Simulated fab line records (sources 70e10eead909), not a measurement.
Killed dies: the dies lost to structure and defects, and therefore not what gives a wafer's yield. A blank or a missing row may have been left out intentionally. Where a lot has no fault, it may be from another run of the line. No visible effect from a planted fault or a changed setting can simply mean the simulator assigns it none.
fab line records    flow nand_harc    part 1 of 2: steps 1 to 21 of 32
record: lots: 5  wafers: 15  last_day: 24
route steps=1159 shown P_ZERO_WELL@13
lots untouched by any fault: they come from a run of this same line in which no faults occurred
start_h: hours from the record's first day to the start of the lot's first wafer shown    wait_h: hours from the lot's prior step to this one    " identical to the entry in the row above    L1.1+2: several wafers, shown together as one row    - no value, or no start was given    * or withheld: withheld    < > ~ a bound
route shown NAME@n: names a module that has steps shown in the file, with the first one's number in the route    usual: mean/standard deviation taken from wafers without a fault    same: alike in all rows    chamber/n: place in a boat    sites: the reading at each site    _std_site: standard deviation of those values    _edge_site: inner sites' mean taken away from outer sites' mean    radius_mm: how far each site lies from the wafer's centre    mask NAME#n: copy n    behind: tool/chamber where the wafer was last shaped    hold: cause of the lot's hold/its duration in hours/its outcome    device: the n, p or np transistor that did not switch    end of line: the same wafers' tests at the end of the route    for a step that has no rows: nothing shown but its recipe    killed: count of dies lost to structure and defects at first sort (not the wafer's yield)    map: dies across one wafer; x = killed, . = not, _ = none there
set.NAME: the setting as run; set.NAME@STEP: as run at that earlier step    model.NAME: the simulator's own value behind a step, which no gauge read
a table for each step, a row for each wafer; lots at some steps of the route
services: from which hour (start_h, from the record's first day; less than 0 if before it) a tool's chamber was out of use, for how many hours, and why
== steps ==
step: NHARC_P_ZERO_WELL_DEVELOP_10
recipe: time_s: 50  dev_temp_c: 22
usual: developer_temp_C: 22.00/0.099  resist_line_temp_C: 23.00/0.1
lot.wafer  tool            chamber  start_h  wait_h  developer_temp_C  resist_line_temp_C
L074.1     litho_track-03  0        -        -       22.07             22.93
L074.2     "               0        "        "       22.00             23.04
L074.3     "               0        "        "       21.97             23.07
L082.1     litho_track-05  0        -        -       22.06             22.98
L082.2     "               0        "        "       21.95             22.95
L082.3     "               0        "        "       21.96             23.01
L087.2     litho_track-05  0        -        -       22.02             22.89
L087.3     "               0        "        "       22.07             22.99
L087.4     "               0        "        "       22.10             22.99
L090.2     litho_track-05  0        -        -       22.06             23.08
L090.3     "               0        "        "       22.04             22.93
L090.6     "               0        "        "       21.85             23.06
L097.3     litho_track-05  0        -        -       22.18             22.85
L097.5     "               0        "        "       22.10             22.84
L097.6     "               0        "        "       22.15             22.80
step: NHARC_P_ZERO_WELL_CD_MEAS_11
recipe: target_cd_nm: 500  landing_energy_ev: 500
usual: cd_nm: 499.9/2.1
lot.wafer  tool       chamber  start_h  wait_h  cd_nm
L074.1     cd_sem-01  0        13.24    -       497.7
L074.2     "          0        "        "       500.4
L074.3     "          0        "        "       495.5
L082.1     cd_sem-01  0        61.24    -       498.2
L082.2     "          0        "        "       496.4
L082.3     "          0        "        "       494.6
L087.2     cd_sem-03  0        91.12    -       497.7
L087.3     "          0        "        "       500.4
L087.4     "          0        "        "       501.8
L090.2     cd_sem-02  0        109.13   -       497.4
L090.3     "          0        "        "       500.6
L090.6     "          0        "        "       500.9
L097.3     cd_sem-03  0        151.13   -       500.7
L097.5     "          0        "        "       496.6
L097.6     "          0        "        "       500.5
step: NHARC_P_ZERO_WELL_HARDBAKE_12
recipe: temp_c: 118  time_s: 65
usual: heater_power_total_W: 195.7/0.38  resist_line_temp_C: 23.00/0.11
lot.wafer  tool            chamber  start_h  wait_h  heater_power_total_W  resist_line_temp_C
L074.1     litho_track-03  0        13.32    -       195.2                 22.85
L074.2     "               0        "        "       195.3                 23.06
L074.3     "               0        "        "       195.1                 22.84
L082.1     litho_track-03  0        61.32    -       196.1                 23.13
L082.2     "               0        "        "       196.1                 23.03
L082.3     "               0        "        "       195.8                 23.16
L087.2     litho_track-07  0        91.19    -       195.4                 22.87
L087.3     "               0        "        "       195.5                 22.97
L087.4     "               0        "        "       195.2                 22.97
L090.2     litho_track-03  0        109.21   -       196.0                 22.96
L090.3     "               0        "        "       195.8                 23.05
L090.6     "               0        "        "       195.1                 22.97
L097.3     litho_track-03  0        151.21   -       195.1                 23.25
L097.5     "               0        "        "       196.1                 23.17
L097.6     "               0        "        "       195.3                 23.11
step: NHARC_P_ZERO_WELL_DESCUM_13
recipe: time_s: 3  o2_flow_sccm: 200  ar_flow_sccm: 0  bias_power_w: 0  chemistry: O2
usual: drypump_motor_current_A: 5.7/0.52  oes_product_au: 1.000/0.011  rf_vpp_V: 57.8/0.86  showerhead_plenum_p_Torr: 1.93/0.076  throttle_valve_pct: 11.311/0.0097
lot.wafer  tool         chamber  start_h  wait_h  drypump_motor_current_A  oes_product_au  rf_hours_counter_h  rf_vpp_V  showerhead_plenum_p_Torr  throttle_valve_pct
L074.1     rie_diel-12  1        13.40    -       6.5                      1.007           7                   58.1      1.91                      11.331
L074.2     "            2        "        "       5.9                      1.002           8                   56.9      1.82                      11.312
L074.3     "            3        "        "       6.1                      1.008           9                   57.9      1.99                      11.340
L082.3     rie_diel-01  0        61.40    -       5.1                      0.995           5                   58.5      1.87                      11.308
L082.1     "            1        "        "       6.5                      1.002           6                   59.6      1.97                      11.324
L082.2     "            3        "        "       5.2                      1.000           7                   57.4      1.89                      11.322
L087.3     rie_diel-11  0        91.27    -       5.6                      1.007           4                   57.3      2.05                      11.310
L087.4     "            1        "        "       5.8                      1.003           5                   57.6      1.86                      11.298
L087.2     "            2        "        "       4.6                      0.992           5                   56.9      1.83                      11.295
L090.2     rie_diel-12  2        109.29   -       5.8                      0.998           5                   56.1      1.82                      11.306
L090.3     "            3        "        "       6.1                      0.997           5                   57.9      1.99                      11.312
L090.6     "            1        "        "       6.5                      1.012           -                   58.3      1.91                      11.301
L097.3     rie_diel-11  1        151.29   -       5.8                      1.006           8                   58.3      1.86                      11.316
L097.5     "            1        "        "       5.8                      1.004           -                   57.7      1.86                      11.309
L097.6     "            2        "        "       4.7                      1.006           -                   57.4      1.83                      11.308
step: NHARC_P_ZERO_WELL_ETCH_65
recipe: target_depth_a: 800  overetch_a: 240  time_s: 87.88  ion_energy_ev: 200  n2_flow_sccm: 150  h2_flow_sccm: 150  ar_flow_sccm: 0  rf_w: 400  bias_w: 150  chemistry: N2/H2
usual: drypump_motor_current_A: 5.6/0.54  oes_product_au: 0.999/0.0098  rf_vpp_V: 430.9/2.4  showerhead_plenum_p_Torr: 2.06/0.083  throttle_valve_pct: 14.171/0.0091
lot.wafer  tool         chamber  start_h  wait_h  drypump_motor_current_A  oes_product_au  rf_hours_counter_h  rf_vpp_V  showerhead_plenum_p_Torr  throttle_valve_pct
L074.3     rie_diel-12  2        13.49    0.1     5.8                      0.998           8                   427.4     1.94                      14.174
L074.1     "            0        "        "       5.8                      1.004           8                   432.3     2.10                      14.162
L074.2     "            1        "        "       6.5                      0.999           7                   431.6     2.04                      14.181
L082.2     rie_diel-01  1        61.49    0.1     6.5                      0.990           6                   432.4     2.10                      14.163
L082.1     "            2        "        "       5.3                      1.010           7                   434.2     2.13                      14.170
L082.3     "            0        "        "       5.1                      0.996           5                   430.0     1.99                      14.166
L087.4     rie_diel-11  3        91.36    0.1     5.3                      0.998           4                   433.6     2.16                      14.203
L087.2     "            0        "        "       5.7                      1.010           4                   434.5     2.18                      14.163
L087.3     "            1        "        "       5.8                      1.019           5                   428.8     1.98                      14.179
L090.2     rie_diel-12  2        109.37   0.1     5.8                      0.998           5                   428.7     1.94                      14.173
L090.3     "            0        "        "       5.9                      1.009           5                   431.6     2.10                      14.179
L090.6     "            3        "        "       6.1                      0.976           -                   433.0     2.12                      14.175
L097.3     rie_diel-11  3        151.38   0.1     5.3                      0.995           7                   433.0     2.16                      14.186
L097.6     "            2        "        "       4.7                      0.994           -                   427.7     1.95                      14.178
L097.5     "            3        "        "       5.3                      0.990           -                   432.3     2.16                      14.179
step: NHARC_P_ZERO_WELL_ETCH_62
recipe: target_depth_a: 130  time_s: 6.5  chf3_flow_sccm: 50  ar_flow_sccm: 200  rf_w: 500  bias_w: 200  chemistry: CHF3/Ar
usual: drypump_motor_current_A: 5.6/0.55  oes_product_au: 0.963/0.017  rf_vpp_V: 370.9/2.2  showerhead_plenum_p_Torr: 2.36/0.087  throttle_valve_pct: 20.217/0.01
lot.wafer  tool         chamber  start_h  wait_h  drypump_motor_current_A  oes_product_au  rf_hours_counter_h  rf_vpp_V  showerhead_plenum_p_Torr  throttle_valve_pct
L074.3     rie_diel-12  3        -        -       6.1                      0.964           9                   372.2     2.43                      20.219
L074.1     "            0        "        "       5.8                      0.969           8                   371.7     2.41                      20.206
L074.2     "            1        "        "       6.5                      0.951           7                   371.0     2.35                      20.210
L082.1     rie_diel-01  3        -        -       5.2                      0.967           7                   369.2     2.31                      20.205
L082.3     "            0        "        "       5.1                      0.949           5                   367.6     2.29                      20.216
L082.2     "            1        "        "       6.5                      0.958           7                   372.9     2.41                      20.217
L087.2     rie_diel-11  3        -        -       5.3                      0.967           4                   373.7     2.47                      20.225
L087.3     "            0        "        "       5.6                      0.959           4                   374.1     2.50                      20.205
L087.4     "            2        "        "       4.7                      0.961           5                   368.4     2.25                      20.219
L090.3     rie_diel-12  1        -        -       6.5                      0.925           5                   371.7     2.34                      20.230
L090.2     "            3        "        "       6.1                      0.912           5                   371.5     2.43                      20.223
L090.6     "            2        "        "       5.8                      0.924           -                   366.1     2.23                      20.232
L097.3     rie_diel-11  3        -        -       5.3                      0.988           7                   374.5     2.47                      20.218
L097.6     "            2        "        "       4.7                      0.980           -                   367.8     2.25                      20.209
L097.5     "            3        "        "       5.3                      0.991           -                   372.7     2.47                      20.212
step: NHARC_P_ZERO_WELL_ETCH_63
recipe: target_depth_a: 1200  time_s: 40.1  hbr_flow_sccm: 150  cl2_flow_sccm: 50  rf_w: 400  icp_w: 400  bias_w: 100  chemistry: HBr/Cl2
usual: drypump_motor_current_A: 5.8/0.48  he_backside_leak_sccm: 2.9/0.33  oes_product_au: 1.004/0.0084  throttle_valve_pct: 26.405/0.0085
lot.wafer  tool       chamber  start_h  wait_h  drypump_motor_current_A  he_backside_leak_sccm  oes_product_au  rf_hours_counter_h  throttle_valve_pct
L074.3     rie_si-03  1        13.66    -       6.2                      2.8                    1.008           0.4                 26.408
L074.1     "          2        "        "       6.4                      2.6                    1.007           0.3                 26.404
L074.2     "          0        "        "       6.0                      2.8                    1.007           0.3                 26.403
L082.2     rie_si-02  2        61.66    -       5.7                      2.6                    1.012           0.1                 26.391
L082.1     "          3        "        "       5.7                      3.0                    1.010           0.1                 26.404
L082.3     "          0        "        "       4.9                      3.1                    1.006           0.1                 26.394
L087.2     rie_si-03  1        91.53    -       6.2                      2.6                    0.995           0.9                 26.407
L087.3     "          2        "        "       6.4                      2.7                    0.982           0.9                 26.407
L087.4     "          0        "        "       6.0                      2.7                    1.007           0.9                 26.407
L090.2     rie_si-06  3        109.54   -       5.7                      3.1                    1.003           0.9                 26.394
L090.3     "          0        "        "       5.8                      2.8                    0.994           0.8                 26.412
L090.6     "          3        "        "       5.7                      3.1                    1.000           -                   26.413
L097.3     rie_si-03  0        151.55   -       5.9                      2.9                    0.997           1.4                 26.417
L097.5     "          3        "        "       5.0                      3.0                    1.014           -                   26.415
L097.6     "          0        "        "       6.0                      2.9                    1.007           -                   26.405
step: NHARC_P_ZERO_WELL_STRIP_15
recipe: time_s: 900  temp_c: 130  chemistry: SPM
lot.wafer   tool          chamber  start_h  wait_h
L074.1+3+2  wet_bench-06  6,7,1    13.81    -
L082.1+2+3  wet_bench-02  0,2,3    61.83    -
L087.3+4+2  wet_bench-02  5,7,1    91.68    -
L090.6+3+2  wet_bench-02  6,7,1    109.71   -
L097.5+6+3  wet_bench-01  1,2,5    151.70   -
step: NHARC_P_ZERO_WELL_DEHYDRATE_16
recipe: temp_c: 150  time_s: 120
usual: heater_power_total_W: 182.5/1.1  resist_line_temp_C: 23.01/0.1
lot.wafer  tool            chamber  start_h  wait_h  heater_power_total_W  resist_line_temp_C
L074.1     litho_track-05  0        14.17    -       183.4                 22.96
L074.2     "               0        "        "       182.1                 22.92
L074.3     "               0        "        "       184.0                 23.09
L082.1     litho_track-07  0        62.17    -       181.0                 22.93
L082.2     "               0        "        "       183.3                 23.06
L082.3     "               0        "        "       183.7                 23.12
L087.2     litho_track-07  0        92.04    -       183.1                 23.07
L087.3     "               0        "        "       183.1                 23.13
L087.4     "               0        "        "       182.8                 23.02
L090.2     litho_track-07  0        110.04   -       184.2                 22.97
L090.3     "               0        "        "       180.9                 23.00
L090.6     "               0        "        "       182.0                 23.05
L097.3     litho_track-07  0        152.04   -       180.9                 23.01
L097.5     "               0        "        "       182.8                 23.08
L097.6     "               0        "        "       183.7                 22.92
step: NHARC_P_ZERO_WELL_HMDS_17
recipe: time_s: 30
usual: resist_line_temp_C: 23.01/0.1
lot.wafer  tool            chamber  start_h  wait_h  resist_line_temp_C
L074.1     litho_track-05  0        -        -       22.86
L074.2     "               0        "        "       23.04
L074.3     "               0        "        "       22.93
L082.1     litho_track-07  0        -        -       22.97
L082.2     "               0        "        "       23.00
L082.3     "               0        "        "       23.07
L087.2     litho_track-07  0        -        -       23.00
L087.3     "               0        "        "       22.99
L087.4     "               0        "        "       22.75
L090.2     litho_track-07  0        -        -       23.12
L090.3     "               0        "        "       22.98
L090.6     "               0        "        "       22.97
L097.3     litho_track-07  0        -        -       23.23
L097.5     "               0        "        "       22.98
L097.6     "               0        "        "       22.94
step: NHARC_P_ZERO_WELL_COAT_18
recipe: spin_rpm: withheld
usual: resist_line_temp_C: 23.00/0.1
lot.wafer  tool            chamber  start_h  wait_h  resist_line_temp_C
L074.1     litho_track-05  0        -        -       22.91
L074.2     "               0        "        "       22.87
L074.3     "               0        "        "       22.98
L082.1     litho_track-07  0        -        -       22.87
L082.2     "               0        "        "       22.99
L082.3     "               0        "        "       23.04
L087.2     litho_track-07  0        -        -       22.99
L087.3     "               0        "        "       22.97
L087.4     "               0        "        "       22.91
L090.2     litho_track-07  0        -        -       23.09
L090.3     "               0        "        "       23.12
L090.6     "               0        "        "       22.99
L097.3     litho_track-07  0        -        -       23.06
L097.5     "               0        "        "       23.15
L097.6     "               0        "        "       23.07
step: NHARC_P_ZERO_WELL_SOFTBAKE_19
recipe: temp_c: 122  time_s: 95
usual: heater_power_total_W: 160.1/0.45  resist_line_temp_C: 23.00/0.11
lot.wafer  tool            chamber  start_h  wait_h  heater_power_total_W  resist_line_temp_C
L074.1     litho_track-05  0        -        -       159.4                 22.99
L074.2     "               0        "        "       159.9                 23.04
L074.3     "               0        "        "       160.5                 22.91
L082.1     litho_track-07  0        -        -       160.6                 23.17
L082.2     "               0        "        "       160.2                 23.13
L082.3     "               0        "        "       159.9                 23.12
L087.2     litho_track-07  0        -        -       159.9                 22.87
L087.3     "               0        "        "       159.9                 22.97
L087.4     "               0        "        "       159.9                 22.79
L090.2     litho_track-07  0        -        -       160.1                 23.27
L090.3     "               0        "        "       160.0                 23.23
L090.6     "               0        "        "       160.1                 23.12
L097.3     litho_track-07  0        -        -       160.2                 23.17
L097.5     "               0        "        "       160.3                 23.11
L097.6     "               0        "        "       160.5                 23.14
step: NHARC_P_ZERO_WELL_EBR_20
usual: resist_line_temp_C: 22.99/0.1
lot.wafer  tool            chamber  start_h  wait_h  resist_line_temp_C
L074.1     litho_track-05  0        -        -       22.91
L074.2     "               0        "        "       22.96
L074.3     "               0        "        "       22.91
L082.1     litho_track-07  0        -        -       23.03
L082.2     "               0        "        "       23.10
L082.3     "               0        "        "       23.00
L087.2     litho_track-07  0        -        -       23.18
L087.3     "               0        "        "       23.06
L087.4     "               0        "        "       22.99
L090.2     litho_track-07  0        -        -       23.09
L090.3     "               0        "        "       23.13
L090.6     "               0        "        "       23.03
L097.3     litho_track-07  0        -        -       23.21
L097.5     "               0        "        "       22.99
L097.6     "               0        "        "       22.99
step: NHARC_P_ZERO_WELL_EXPOSE_21
recipe: na: 0.6  target_cd_nm: 720  dose_mj: 22.31  mask_id: P_NWELL
lot.wafer   tool            chamber  start_h  wait_h  mask
L074.1+2+3  krf_scanner-02  0        14.44    -       P_NWELL#0
L082.1+2+3  krf_scanner-03  0        62.32    -       P_NWELL#0
L087.2+3+4  krf_scanner-02  0        92.19    -       P_NWELL#0
L090.2+3+6  krf_scanner-01  0        110.32   -       P_NWELL#0
L097.3+5+6  krf_scanner-02  0        152.20   -       P_NWELL#0
step: NHARC_P_ZERO_WELL_PEB_22
recipe: peb_temp_c: 118  peb_time_s: 85
usual: heater_power_total_W: 163.95/0.27  resist_line_temp_C: 23.00/0.1
lot.wafer  tool            chamber  start_h  wait_h  heater_power_total_W  resist_line_temp_C
L074.1     litho_track-05  0        14.51    0.1     163.67                22.92
L074.2     "               0        "        "       163.86                22.88
L074.3     "               0        "        "       163.74                22.81
L082.1     litho_track-03  0        62.39    0.1     163.72                23.11
L082.2     "               0        "        "       163.80                23.07
L082.3     "               0        "        "       164.16                23.20
L087.2     litho_track-05  0        92.25    0.1     163.61                22.94
L087.3     "               0        "        "       164.13                22.88
L087.4     "               0        "        "       164.03                22.96
L090.2     litho_track-05  0        110.38   0.1     164.36                23.00
L090.3     "               0        "        "       163.65                22.83
L090.6     "               0        "        "       164.06                23.04
L097.3     litho_track-03  0        152.26   0.1     164.31                22.98
L097.5     "               0        "        "       163.70                22.88
L097.6     "               0        "        "       163.88                22.83
step: NHARC_P_ZERO_WELL_DEVELOP_23
recipe: time_s: 70
usual: resist_line_temp_C: 22.99/0.12
lot.wafer  tool            chamber  start_h  wait_h  resist_line_temp_C
L074.1     litho_track-05  0        -        -       23.05
L074.2     "               0        "        "       23.11
L074.3     "               0        "        "       23.03
L082.1     litho_track-03  0        -        -       22.87
L082.2     "               0        "        "       23.00
L082.3     "               0        "        "       22.85
L087.2     litho_track-05  0        -        -       22.94
L087.3     "               0        "        "       23.00
L087.4     "               0        "        "       22.98
L090.2     litho_track-05  0        -        -       22.66
L090.3     "               0        "        "       22.63
L090.6     "               0        "        "       22.91
L097.3     litho_track-03  0        -        -       22.87
L097.5     "               0        "        "       23.15
L097.6     "               0        "        "       22.89
step: NHARC_P_ZERO_WELL_CD_MEAS_24
recipe: target_cd_nm: 720  landing_energy_ev: 500
usual: cd_nm: 720.4/1.4
lot.wafer  tool       chamber  start_h  wait_h  cd_nm
L074.1     cd_sem-03  0        14.60    -       719.6
L074.2     "          0        "        "       720.1
L074.3     "          0        "        "       721.7
L082.1     cd_sem-03  0        62.48    -       719.7
L082.2     "          0        "        "       720.6
L082.3     "          0        "        "       720.8
L087.2     cd_sem-02  0        92.34    -       718.7
L087.3     "          0        "        "       718.2
L087.4     "          0        "        "       720.9
L090.2     cd_sem-03  0        110.47   -       721.6
L090.3     "          0        "        "       722.0
L090.6     "          0        "        "       721.4
L097.3     cd_sem-03  0        152.35   -       720.9
L097.5     "          0        "        "       719.5
L097.6     "          0        "        "       720.0
step: NHARC_P_ZERO_WELL_HARDBAKE_25
recipe: temp_c: 125  time_s: 80
usual: heater_power_total_W: 183.9/0.71  resist_line_temp_C: 22.99/0.11
lot.wafer  tool            chamber  start_h  wait_h  heater_power_total_W  resist_line_temp_C
L074.1     litho_track-03  0        14.68    -       184.2                 22.88
L074.2     "               0        "        "       182.8                 22.94
L074.3     "               0        "        "       184.8                 22.89
L082.1     litho_track-07  0        62.56    -       183.6                 23.03
L082.2     "               0        "        "       184.8                 23.07
L082.3     "               0        "        "       184.0                 23.13
L087.2     litho_track-07  0        92.42    -       183.2                 22.95
L087.3     "               0        "        "       184.6                 22.94
L087.4     "               0        "        "       183.4                 23.07
L090.2     litho_track-03  0        110.55   -       183.2                 22.96
L090.3     "               0        "        "       184.7                 22.80
L090.6     "               0        "        "       184.0                 23.12
L097.3     litho_track-03  0        152.43   -       184.3                 22.98
L097.5     "               0        "        "       182.8                 23.11
L097.6     "               0        "        "       185.0                 23.14
step: NHARC_P_ZERO_WELL_DESCUM_26
recipe: time_s: 3  o2_flow_sccm: 200  ar_flow_sccm: 0  bias_power_w: 0  chemistry: O2
usual: drypump_motor_current_A: 5.6/0.52  oes_product_au: 0.999/0.0098  rf_vpp_V: 57.9/0.92  showerhead_plenum_p_Torr: 1.94/0.078  throttle_valve_pct: 11.312/0.0091
lot.wafer  tool         chamber  start_h  wait_h  drypump_motor_current_A  oes_product_au  rf_hours_counter_h  rf_vpp_V  showerhead_plenum_p_Torr  throttle_valve_pct
L074.3     rie_diel-01  3        14.76    -       5.2                      1.000           3.3                 56.4      1.89                      11.310
L074.1     "            1        "        "       6.5                      0.987           3.5                 57.6      1.97                      11.312
L074.2     "            2        "        "       5.3                      1.009           3.1                 59.5      2.00                      11.323
L082.1     rie_diel-01  1        62.64    -       6.5                      0.997           6.5                 58.7      1.97                      11.309
L082.3     "            2        "        "       5.3                      1.006           6.7                 59.5      2.00                      11.314
L082.2     "            3        "        "       5.2                      0.984           7.1                 57.3      1.89                      11.311
L087.2     rie_diel-12  3        92.51    -       6.1                      0.985           4.9                 58.9      1.99                      11.315
L087.3     "            0        "        "       5.9                      1.013           4.5                 57.5      1.97                      11.298
L087.4     "            1        "        "       6.5                      1.001           4.7                 57.0      1.91                      11.318
L090.2     rie_diel-11  3        110.63   -       5.3                      1.010           5.2                 59.0      2.02                      11.299
L090.3     "            2        "        "       4.7                      0.994           5.5                 57.8      1.83                      11.312
L090.6     "            0        "        "       5.6                      1.007           -                   57.9      2.05                      11.322
L097.3     rie_diel-11  2        152.53   -       4.7                      0.994           7.7                 56.8      1.83                      11.305
L097.6     "            0        "        "       5.6                      1.018           -                   58.4      2.04                      11.324
L097.5     "            1        "        "       5.8                      0.988           -                   59.2      1.86                      11.319
step: NHARC_P_ZERO_WELL_IMPLANT_27
recipe: energy_kev: 600  dose_cm2: 1e+13  tilt_deg: 7
usual: end_station_pressure_torr: 5.09e-06/2.8e-07
lot.wafer  tool          chamber  start_h  wait_h  end_station_pressure_torr
L074.1     implanter-02  0        14.91    0.1     5.18e-06
L074.2     "             0        "        "       5.23e-06
L074.3     "             0        "        "       4.94e-06
L082.1     implanter-01  0        62.79    0.1     5.16e-06
L082.2     "             0        "        "       5.16e-06
L082.3     "             0        "        "       4.83e-06
L087.2     implanter-01  0        92.67    0.2     5.13e-06
L087.3     "             0        "        "       4.66e-06
L087.4     "             0        "        "       4.81e-06
L090.2     implanter-02  0        110.81   0.2     4.75e-06
L090.3     "             0        "        "       5.4e-06
L090.6     "             0        "        "       4.77e-06
L097.3     implanter-02  0        152.71   0.2     4.6e-06
L097.5     "             0        "        "       5.19e-06
L097.6     "             0        "        "       4.94e-06
step: NHARC_P_ZERO_WELL_IMPLANT_57
recipe: energy_kev: 250  dose_cm2: 4e+12  tilt_deg: 7
usual: end_station_pressure_torr: 5.01e-06/2.8e-07
lot.wafer  tool          chamber  start_h  wait_h  end_station_pressure_torr
L074.1     implanter-02  0        15.09    0.1     4.94e-06
L074.2     "             0        "        "       5.09e-06
L074.3     "             0        "        "       4.82e-06
L082.1     implanter-01  0        62.97    0.2     4.74e-06
L082.2     "             0        "        "       4.77e-06
L082.3     "             0        "        "       5.16e-06
L087.2     implanter-01  0        92.85    0.1     5.11e-06
L087.3     "             0        "        "       5.06e-06
L087.4     "             0        "        "       5.3e-06
L090.2     implanter-02  0        110.99   0.2     4.7e-06
L090.3     "             0        "        "       4.79e-06
L090.6     "             0        "        "       5.17e-06
L097.3     implanter-02  0        152.89   0.1     4.89e-06
L097.5     "             0        "        "       5.27e-06
L097.6     "             0        "        "       5.17e-06
